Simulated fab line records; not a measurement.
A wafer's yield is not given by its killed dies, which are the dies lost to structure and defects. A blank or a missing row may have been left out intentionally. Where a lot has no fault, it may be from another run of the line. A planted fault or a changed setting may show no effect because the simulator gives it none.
Matching of chambers	flow n5-finfet	N5_BEOL_M6_STRIP_36 on rie-diel-02: 4 sister chambers
The step strips in N2/H2. 16 wafers are shown with their chamber, then 8 later ones without.

WAFERS PAIRED WITH THEIR CHAMBERS
wafer	chamber	throttle-valve-pct (%)	drypump-motor-current-A (A)	showerhead-plenum-p-Torr (Torr)
L077.1	1	23.1	5.3	2.48
L077.2	3	23.8	4.9	2.53
L077.6	1	23.1	5.4	2.48
L078.1	0	23.7	5.6	2.51
L078.4	2	24.0	5.0	2.42
L078.6	0	23.7	5.7	2.51
L081.2	2	24.0	5.0	2.42
L081.4	1	23.1	5.4	2.47
L081.6	2	24.0	5.0	2.42
L088.1	2	24.0	5.0	2.41
L088.2	0	23.7	5.6	2.50
L088.3	3	23.8	4.9	2.52
L087.3	1	23.2	5.4	2.47
L087.5	3	23.8	4.9	2.52
L087.6	2	24.0	5.0	2.41
L090.1	1	23.2	5.4	2.47

SIGNATURES (averages over the wafers above)
reading	chamber 0	chamber 1	chamber 2	chamber 3	scatter within a chamber
throttle-valve-pct	23.700	23.140	24.000	23.800	0.0316
drypump-motor-current-A	5.633	5.380	5.000	4.900	0.035
showerhead-plenum-p-Torr	2.5067	2.4740	2.4160	2.5233	0.00558
Rule: a wafer lies at a distance from a chamber equal to the root of the sum of squares, over the readings, of (its reading less the chamber's mean, divided by the reading's scatter). If the next closest chamber is less than 2 further off than the closest, the wafer can't be placed; otherwise it belongs to the closest. The scatter: the root of (the sum of the squares of (reading less its chamber's mean) over the shown wafers, divided by (wafers less chambers)).

WAFERS MISSING THEIR CHAMBER
wafer	throttle-valve-pct (%)	drypump-motor-current-A (A)	showerhead-plenum-p-Torr (Torr)
L090.2	23.7	5.6	2.50
L090.5	23.7	5.6	2.50
L093.1	23.2	5.3	2.47
L093.4	23.8	4.9	2.52
L093.6	23.7	5.6	2.50
L097.3	23.7	5.6	2.50
L097.4	23.9	5.0	2.52
L097.6	23.8	4.9	2.52

WHICH CHAMBER EACH ONE RAN IN
wafer	from the rows above	in truth
L090.2	0	0
L090.5	0	0
L093.1	1	1
L093.4	3	3
L093.6	0	0
L097.3	0	0
L097.4	3	3
L097.6	3	3
Correctly placed: 8 of 8. Can't be placed from these rows: 0. Number placed wrongly: 0.
